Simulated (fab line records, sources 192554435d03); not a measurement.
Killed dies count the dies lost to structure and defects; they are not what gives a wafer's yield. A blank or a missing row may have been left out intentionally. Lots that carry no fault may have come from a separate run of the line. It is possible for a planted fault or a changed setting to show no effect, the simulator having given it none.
The tool behind it: which one? | flow n5Finfet | 9 lots with 26 wafers sampled at 5 steps, on a route of 1938 steps

== WHAT THE GAUGES SHOWED, per wafer ==
N5_BEOL_M3_CD_MEAS_28: target cd 25.7 nm, target cd y 23.3 nm. Usual: cdNm at 25.71 nm, with a standard deviation of 0.2.
lot  | measured     | on       | cdNm (nm)         | flag
L672 | day 7 22:58  | cdSem-03 | 25.65 25.92 25.98 | 
L674 | day 8 02:46  | cdSem-01 | 25.80 25.71 25.46 | 
L675 | day 8 03:04  | cdSem-01 | 25.54 25.80 25.68 | 
L681 | day 10 01:04 | cdSem-01 | 25.69 25.37       | 
L685 | day 11 13:27 | cdSem-02 | 25.56 25.77 25.87 | 
L689 | day 13 02:53 | cdSem-02 | 25.68 25.98 25.89 | 
L688 | day 13 03:06 | cdSem-02 | 25.66 25.67 25.71 | 
L687 | day 13 13:05 | cdSem-03 | 25.67 25.52 25.35 | 
L693 | day 14 02:26 | cdSem-03 | 25.34 25.70 25.57 | 

N5_BEOL_M4_RC_MEAS_101. Usual: DIBL_N 36.6 mV/V, standard deviation 1.3; DIBL_P 36.4 mV/V, standard deviation 1.4; IOFF_N 0.167 nA/um, standard deviation 0.023; IOFF_P 0.219 nA/um, standard deviation 0.029; ION_N 678 uA/um, standard deviation 8.7; ION_P 464 uA/um, standard deviation 6.4; SS_N 71.5 mV/dec, standard deviation 0.53; SS_P 73.4 mV/dec, standard deviation 0.57; VT_N 248.5 mV, standard deviation 2.8; VT_P -249 mV, standard deviation 3.1.
lot  | measured     | on        | DIBL_N (mV/V)  | DIBL_P (mV/V)  | IOFF_N (nA/um)    | IOFF_P (nA/um)    | ION_N (uA/um) | ION_P (uA/um) | SS_N (mV/dec)  | SS_P (mV/dec)  | VT_N (mV)         | VT_P (mV)      | flag
L672 | day 9 04:13  | prober-02 | 35.3 34.1 34.1 | 33.7 32.7 33.6 | 0.136 0.125 0.129 | 0.182 0.170 0.179 | 658 659 668   | 455 458 458   | 70.3 70.5 70.8 | 73.0 72.9 72.8 | 255.9 253.4 253.7 | -250 -250 -251 | 
L674 | day 9 10:55  | prober-02 | 37.2 37.2 39.4 | 36.1 35.8 38.8 | 0.166 0.158 0.219 | 0.233 0.233 0.279 | 688 691 702   | 471 470 477   | 71.8 71.2 71.9 | 73.2 73.9 74.0 | 247.2 246.0 242.7 | -245 -245 -246 | 
L675 | day 9 09:05  | prober-02 | 34.3 35.1 36.7 | 33.1 33.8 35.5 | 0.125 0.132 0.164 | 0.212 0.219 0.256 | 660 673 675   | 468 475 476   | 71.6 71.4 73.2 | 72.4 72.5 72.3 | 254.0 253.4 249.6 | -247 -249 -245 | 
L681 | day 11 14:51 | prober-01 | 34.9 34.1      | 36.0 34.6      | 0.157 0.154       | 0.243 0.216       | 675 678       | 467 468       | 71.3 71.1      | 73.4 72.9      | 252.5 248.4       | -242 -246      | 
L685 | day 13 08:50 | prober-02 | 37.3 38.8 37.2 | 36.1 38.8 35.9 | 0.187 0.219 0.182 | 0.241 0.290 0.238 | 675 681 669   | 464 468 459   | 72.4 72.3 72.7 | 73.5 75.0 73.2 | 248.6 245.4 246.7 | -245 -244 -246 | 
L689 | day 14 18:17 | prober-01 | 36.4 37.5 37.3 | 36.8 38.0 37.8 | 0.165 0.173 0.172 | 0.212 0.237 0.228 | 667 670 668   | 458 463 461   | 71.5 71.5 71.3 | 73.0 73.5 73.2 | 246.2 247.3 247.1 | -250 -248 -251 | 
L688 | day 14 20:09 | prober-02 | 35.9 35.2 36.6 | 35.4 35.2 36.0 | 0.156 0.148 0.169 | 0.219 0.225 0.230 | 675 681 681   | 464 472 466   | 70.9 70.5 70.9 | 73.2 73.5 73.4 | 246.8 249.7 246.5 | -250 -248 -248 | 
L687 | day 14 22:52 | prober-02 | 35.9 37.9 36.3 | 35.8 39.4 36.2 | 0.145 0.187 0.144 | 0.185 0.237 0.190 | 671 676 673   | 463 460 460   | 70.8 71.9 71.6 | 72.9 74.0 73.7 | 248.9 245.3 253.4 | -254 -249 -252 | 
L693 | day 15 15:25 | prober-02 | 36.2 36.1 35.8 | 37.2 36.6 36.3 | 0.160 0.153 0.151 | 0.197 0.182 0.179 | 679 676 679   | 461 457 460   | 71.8 71.3 70.9 | 72.2 72.6 72.6 | 248.6 251.2 250.6 | -252 -250 -252 | 

== WHICH TOOL RAN EACH LOT (tool, then ch and the chambers of the sampled wafers, then the start) ==
lot  | N5_BEOL_M3_ETCH_64                | N5_BEOL_M3_STRIP_66               | N5_BEOL_M3_ETCH_77
L672 | rieDiel-06 ch 0,1,3, day 7 22:17  | rieDiel-06 ch 0,1,3, day 7 22:25  | rieDiel-02 ch 0,1,3, day 7 23:07
L674 | rieDiel-06 ch 0,3, day 8 02:05    | rieDiel-06 ch 0,3, day 8 02:13    | rieDiel-02 ch 0,1,2, day 8 02:55
L675 | rieDiel-06 ch 0,1,3, day 8 02:23  | rieDiel-06 ch 0,1,3, day 8 02:31  | rieDiel-02 ch 0,1,2, day 8 03:13
L681 | rieDiel-02 ch 0,1, day 10 00:23   | rieDiel-02 ch 0,1, day 10 00:31   | rieDiel-02 ch 1,3, day 10 01:13
L685 | rieDiel-03 ch 1,3, day 11 12:32   | rieDiel-03 ch 1,3, day 11 12:40   | rieDiel-03 ch 0,1, day 11 13:36
L689 | rieDiel-02 ch 0,2,3, day 13 02:13 | rieDiel-02 ch 0,2,3, day 13 02:20 | rieDiel-02 ch 1,2,3, day 13 03:02
L688 | rieDiel-03 ch 0,3, day 13 02:26   | rieDiel-03 ch 0,3, day 13 02:34   | rieDiel-03 ch 0,2, day 13 03:16
L687 | rieDiel-03 ch 2,3, day 13 12:16   | rieDiel-03 ch 2,3, day 13 12:23   | rieDiel-03 ch 0,2, day 13 13:17
L693 | rieDiel-02 ch 2,3, day 14 01:31   | rieDiel-02 ch 2,3, day 14 01:38   | rieDiel-06 ch 0,1,2, day 14 02:49
- N5_BEOL_M3_ETCH_64: etches SOC in N2/H2, target depth 75 nm, overetch 15 nm, time 112.5 s.
- N5_BEOL_M3_STRIP_66: strips in CF4.
- N5_BEOL_M3_ETCH_77: etches underlayer in N2/H2, target depth 6.5 nm, time 5.2 s.

== WHAT THE TOOLS THEMSELVES READ (means of the sampled wafers that have a number; where no wafer has one, the mark that the record gives instead) ==
N5_BEOL_M3_ETCH_64. Usual: drypumpMotorCurrentA 5.6 A, standard deviation 0.44; h2FlowSccm 199.9 sccm, standard deviation 0.61; oesProductAu 0.65 a.u., standard deviation 0.07; rfVppV 524.3 V, standard deviation 2.7; showerheadPlenumPTorr 2.56 Torr, standard deviation 0.093; throttleValvePct 17.80 %, standard deviation 0.24.
lot  | tool       | drypumpMotorCurrentA (A) | h2FlowSccm (sccm) | oesProductAu (a.u.) | rfVppV (V) | showerheadPlenumPTorr (Torr) | throttleValvePct (%) | flag
L672 | rieDiel-06 | 5.4                      | 200.0             | 0.63                | 523.6      | 2.55                         | 17.94                | 
L674 | rieDiel-06 | 5.4                      | 199.4             | 0.62                | 522.2      | 2.52                         | 17.90                | 
L675 | rieDiel-06 | 5.4                      | 200.4             | 0.62                | 523.9      | 2.55                         | 17.94                | 
L681 | rieDiel-02 | 5.9                      | 199.4             | 0.71                | 523.8      | 2.54                         | 17.62                | 
L685 | rieDiel-03 | 5.9                      | 199.8             | 0.60                | 525.3      | 2.64                         | 17.92                | 
L689 | rieDiel-02 | 5.9                      | 199.7             | 0.62                | 523.5      | 2.51                         | 17.91                | 
L688 | rieDiel-03 | 5.0                      | 200.5             | 0.65                | 523.8      | 2.55                         | 17.61                | 
L687 | rieDiel-03 | 5.5                      | 200.3             | 0.69                | 528.6      | 2.70                         | 17.66                | 
L693 | rieDiel-02 | 5.9                      | 200.0             | 0.59                | 522.7      | 2.51                         | 18.08                | 

N5_BEOL_M3_STRIP_66. Usual: drypumpMotorCurrentA 5.6 A, standard deviation 0.44; oesProductAu 0.81 a.u., standard deviation 0.087; rfVppV 271.2 V, standard deviation 1.6; showerheadPlenumPTorr 1.81 Torr, standard deviation 0.061; throttleValvePct 13.57 %, standard deviation 0.27.
lot  | tool       | drypumpMotorCurrentA (A) | oesProductAu (a.u.) | rfVppV (V) | showerheadPlenumPTorr (Torr) | throttleValvePct (%) | flag
L672 | rieDiel-06 | 5.4                      | 0.78                | 271.2      | 1.80                         | 13.71                | 
L674 | rieDiel-06 | 5.3                      | 0.78                | 269.6      | 1.78                         | 13.68                | 
L675 | rieDiel-06 | 5.4                      | 0.78                | 270.3      | 1.80                         | 13.72                | 
L681 | rieDiel-02 | 6.1                      | 0.89                | 271.4      | 1.79                         | 13.29                | 
L685 | rieDiel-03 | 5.8                      | 0.75                | 272.9      | 1.85                         | 13.63                | 
L689 | rieDiel-02 | 5.8                      | 0.77                | 270.5      | 1.78                         | 13.72                | 
L688 | rieDiel-03 | 5.0                      | 0.81                | 271.3      | 1.80                         | 13.42                | 
L687 | rieDiel-03 | 5.4                      | 0.86                | 273.2      | 1.90                         | 13.40                | 
L693 | rieDiel-02 | 5.9                      | 0.73                | 270.1      | 1.78                         | 13.93                | 

N5_BEOL_M3_ETCH_77. Usual: for drypumpMotorCurrentA, 5.6 A with a standard deviation of 0.46; for etchRfOnTimeS, 5.20 s with a standard deviation of 0.092; for h2FlowSccm, 200.0 sccm with a standard deviation of 0.55; for oesProductAu, 0.69 a.u. with a standard deviation of 0.079; for rfVppV, 524.2 V with a standard deviation of 3; for showerheadPlenumPTorr, 2.56 Torr with a standard deviation of 0.1; for throttleValvePct, 17.83 % with a standard deviation of 0.24.
lot  | tool       | drypumpMotorCurrentA (A) | etchRfOnTimeS (s) | h2FlowSccm (sccm) | oesProductAu (a.u.) | rfVppV (V) | showerheadPlenumPTorr (Torr) | throttleValvePct (%) | flag
L672 | rieDiel-02 | 5.9                      | 5.15              | 200.1             | 0.75                | 521.7      | 2.52                         | 17.81                | 
L674 | rieDiel-02 | 6.0                      | 5.15              | 199.9             | 0.74                | 524.8      | 2.57                         | 17.72                | 
L675 | rieDiel-02 | 6.0                      | 5.71              | 200.1             | 0.70                | 525.1      | 2.57                         | 17.69                | OFF
L681 | rieDiel-02 | 6.0                      | 6.04              | 199.4             | 0.66                | 523.4      | 2.53                         | 17.91                | OFF
L685 | rieDiel-03 | 5.2                      | 5.23              | 200.2             | 0.66                | 523.0      | 2.52                         | 17.77                | 
L689 | rieDiel-02 | 6.1                      | 5.19              | 199.6             | 0.66                | 524.4      | 2.55                         | 17.93                | 
L688 | rieDiel-03 | 5.0                      | 5.29              | 199.2             | 0.71                | 524.4      | 2.55                         | 17.67                | 
L687 | rieDiel-03 | 5.0                      | 5.28              | 200.0             | 0.70                | 524.9      | 2.55                         | 17.68                | 
L693 | rieDiel-06 | 5.8                      | 5.19              | 200.7             | 0.65                | 522.9      | 2.50                         | 17.90                | 

== THE ANSWER, worked out from the rows above alone ==
Rule: a lot counts as off when the mean over its wafers that have a number is more than 3 standard deviations away from the usual mean. Also off: a lot with no number at a reading for which 4 or more lots have one. Any other lot the step has rows for is counted as sound. After the gauges, taken in route order, come the tools' own readings; for these a lot's mean is taken, as printed above. The first step at which some lot is off is used, and at that step the reading that is off furthest; a lot without a number counts as furthest.
Off: L675, L681 (N5_BEOL_M3_ETCH_77, etchRfOnTimeS).
A tool fits if, at that step or a process step before it, it ran every lot that is off, and no sound lot after the first of them. Not one of the candidates tried fits.

== WHAT WAS PUT IN BY THE SIMULATOR ==
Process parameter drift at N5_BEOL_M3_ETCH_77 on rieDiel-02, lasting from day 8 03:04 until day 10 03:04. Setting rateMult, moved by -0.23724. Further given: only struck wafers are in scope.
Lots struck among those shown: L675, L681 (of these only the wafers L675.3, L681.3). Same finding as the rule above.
